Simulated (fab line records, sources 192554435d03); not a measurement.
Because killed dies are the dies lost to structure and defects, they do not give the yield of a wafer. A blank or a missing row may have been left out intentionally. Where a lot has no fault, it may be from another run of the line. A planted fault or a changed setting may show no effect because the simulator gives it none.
Split-lot experiment || flow n5_finfet || 7 lots, 21 wafers read, on a route of 1938 steps

ABOUT THE SPLIT
At N5_PASSIVATION_ETCH_54 (etches SiO2 in CHF3/O2, target depth 880 nm, time 440 s), the setting time_s was moved away from the recipe's 440 s on 8 of the 21 wafers read, by -14.2% to +18.9%. For the rest of the wafers, this setting stayed at what the recipe calls for.

The split's own step is where the reading is taken.

THE READING
etch.depth_nm (the simulator's own value, which no gauge read), in nm, at N5_PASSIVATION_ETCH_54 (etches SiO2 in CHF3/O2, target depth 880 nm, time 440 s). The file does not state a usual value for it. Across the 13 wafers here that went through the recipe, the average is 874.1 nm and the standard deviation 17 nm.

{"wafer": "L076.1", "tool, chamber at the split": "rie_diel-06, 3", "time_s as run, s": 440, "against the recipe": "recipe", "etch.depth_nm, nm": 848.5, "against lot-mates on the recipe": "-"}
{"wafer": "L076.4", "tool, chamber at the split": "rie_diel-06, 2", "time_s as run, s": 408.6, "against the recipe": "-7.1%", "etch.depth_nm, nm": 814, "against lot-mates on the recipe": -34.5}
{"wafer": "L076.6", "tool, chamber at the split": "rie_diel-06, 0", "time_s as run, s": 408.6, "against the recipe": "-7.1%", "etch.depth_nm, nm": 821.9, "against lot-mates on the recipe": -26.6}
{"wafer": "L074.3", "tool, chamber at the split": "rie_diel-03, 2", "time_s as run, s": 509.1, "against the recipe": "+15.7%", "etch.depth_nm, nm": 1040, "against lot-mates on the recipe": "+186.0"}
{"wafer": "L074.4", "tool, chamber at the split": "rie_diel-03, 3", "time_s as run, s": 440, "against the recipe": "recipe", "etch.depth_nm, nm": 842.7, "against lot-mates on the recipe": "-"}
{"wafer": "L074.5", "tool, chamber at the split": "rie_diel-03, 0", "time_s as run, s": 440, "against the recipe": "recipe", "etch.depth_nm, nm": 865.4, "against lot-mates on the recipe": "-"}
{"wafer": "L082.1", "tool, chamber at the split": "rie_diel-03, 1", "time_s as run, s": 492.8, "against the recipe": "+12.0%", "etch.depth_nm, nm": 1014, "against lot-mates on the recipe": "+138.3"}
{"wafer": "L082.3", "tool, chamber at the split": "rie_diel-03, 2", "time_s as run, s": 440, "against the recipe": "recipe", "etch.depth_nm, nm": 887, "against lot-mates on the recipe": "-"}
{"wafer": "L082.6", "tool, chamber at the split": "rie_diel-03, 0", "time_s as run, s": 440, "against the recipe": "recipe", "etch.depth_nm, nm": 864.4, "against lot-mates on the recipe": "-"}
{"wafer": "L089.1", "tool, chamber at the split": "rie_diel-06, 1", "time_s as run, s": 440, "against the recipe": "recipe", "etch.depth_nm, nm": 854.8, "against lot-mates on the recipe": "-"}
{"wafer": "L089.2", "tool, chamber at the split": "rie_diel-06, 0", "time_s as run, s": 440, "against the recipe": "recipe", "etch.depth_nm, nm": 897.9, "against lot-mates on the recipe": "-"}
{"wafer": "L089.6", "tool, chamber at the split": "rie_diel-06, 0", "time_s as run, s": 440, "against the recipe": "recipe", "etch.depth_nm, nm": 889.2, "against lot-mates on the recipe": "-"}
{"wafer": "L088.2", "tool, chamber at the split": "rie_diel-03, 2", "time_s as run, s": 440, "against the recipe": "recipe", "etch.depth_nm, nm": 891.2, "against lot-mates on the recipe": "-"}
{"wafer": "L088.4", "tool, chamber at the split": "rie_diel-03, 1", "time_s as run, s": 377.3, "against the recipe": "-14.2%", "etch.depth_nm, nm": 778.4, "against lot-mates on the recipe": -111.3}
{"wafer": "L088.6", "tool, chamber at the split": "rie_diel-03, 2", "time_s as run, s": 440, "against the recipe": "recipe", "etch.depth_nm, nm": 888.2, "against lot-mates on the recipe": "-"}
{"wafer": "L091.2", "tool, chamber at the split": "rie_diel-05, 2", "time_s as run, s": 440, "against the recipe": "recipe", "etch.depth_nm, nm": 886.7, "against lot-mates on the recipe": "-"}
{"wafer": "L091.4", "tool, chamber at the split": "rie_diel-05, 0", "time_s as run, s": 523.2, "against the recipe": "+18.9%", "etch.depth_nm, nm": 1062, "against lot-mates on the recipe": "+183.7"}
{"wafer": "L091.6", "tool, chamber at the split": "rie_diel-05, 1", "time_s as run, s": 440, "against the recipe": "recipe", "etch.depth_nm, nm": 869.9, "against lot-mates on the recipe": "-"}
{"wafer": "L094.1", "tool, chamber at the split": "rie_diel-05, 1", "time_s as run, s": 518, "against the recipe": "+17.7%", "etch.depth_nm, nm": 1024, "against lot-mates on the recipe": "+146.1"}
{"wafer": "L094.2", "tool, chamber at the split": "rie_diel-05, 2", "time_s as run, s": 440, "against the recipe": "recipe", "etch.depth_nm, nm": 877.9, "against lot-mates on the recipe": "-"}
{"wafer": "L094.6", "tool, chamber at the split": "rie_diel-05, 0", "time_s as run, s": 518, "against the recipe": "+17.7%", "etch.depth_nm, nm": 1050, "against lot-mates on the recipe": "+172.1"}

FIT RESULTS
A straight line over all 21 wafers: etch.depth_nm changes by +9.2 nm for each +1% of time_s; r = +0.98; the points scatter about the line by 18 nm.
The same after taking each lot's own level away (the mean of its wafers on the recipe; 21 wafers): +9.09 nm for each +1%; r = +0.98; scatter 18 nm.
Per that fit: largest time_s move, reading shift of 1.7e+02 nm.
Measured against the standard deviation above, the lots' own levels, which go from 848.50 to 889.70 nm, span 2.4 times it.
Hence the lot-to-lot level has little effect on the slope; both slopes agree.
Check: with one of the wafers moved furthest among these (+18.9%) left out of the fit, the line predicts +179 nm for it against its lot-mates. It came out at +184 nm against them.

THE WHOLE CHAIN: every reading that the file lists as answering this split, in the file's order
{"step": "N5_PASSIVATION_ETCH_54", "what it does": "etches SiO2 in CHF3/O2, target depth 880 nm, time 440 s", "reading": "PASSIVATION.feature_depth_nm (the simulator's own value, which no gauge read)", "change (the file's fit)": "+9.64 nm for each +1% of the setting", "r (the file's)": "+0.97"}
{"step": "N5_PASSIVATION_ETCH_54", "what it does": "etches SiO2 in CHF3/O2, target depth 880 nm, time 440 s", "reading": "etch.depth_nm (the simulator's own value, which no gauge read)", "change (the file's fit)": "+9.64 nm for each +1% of the setting", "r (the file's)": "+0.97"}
{"step": "N5_PASSIVATION_PROBE_49", "what it does": "", "reading": "killed_at_other", "change (the file's fit)": "not straight: 46 at the lowest setting, 2.7 at the recipe, 3 at the highest", "r (the file's)": "not given"}

FILE'S OWN FIT
etch.depth_nm changes by +9.64 nm for each +1% of time_s, r = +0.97.
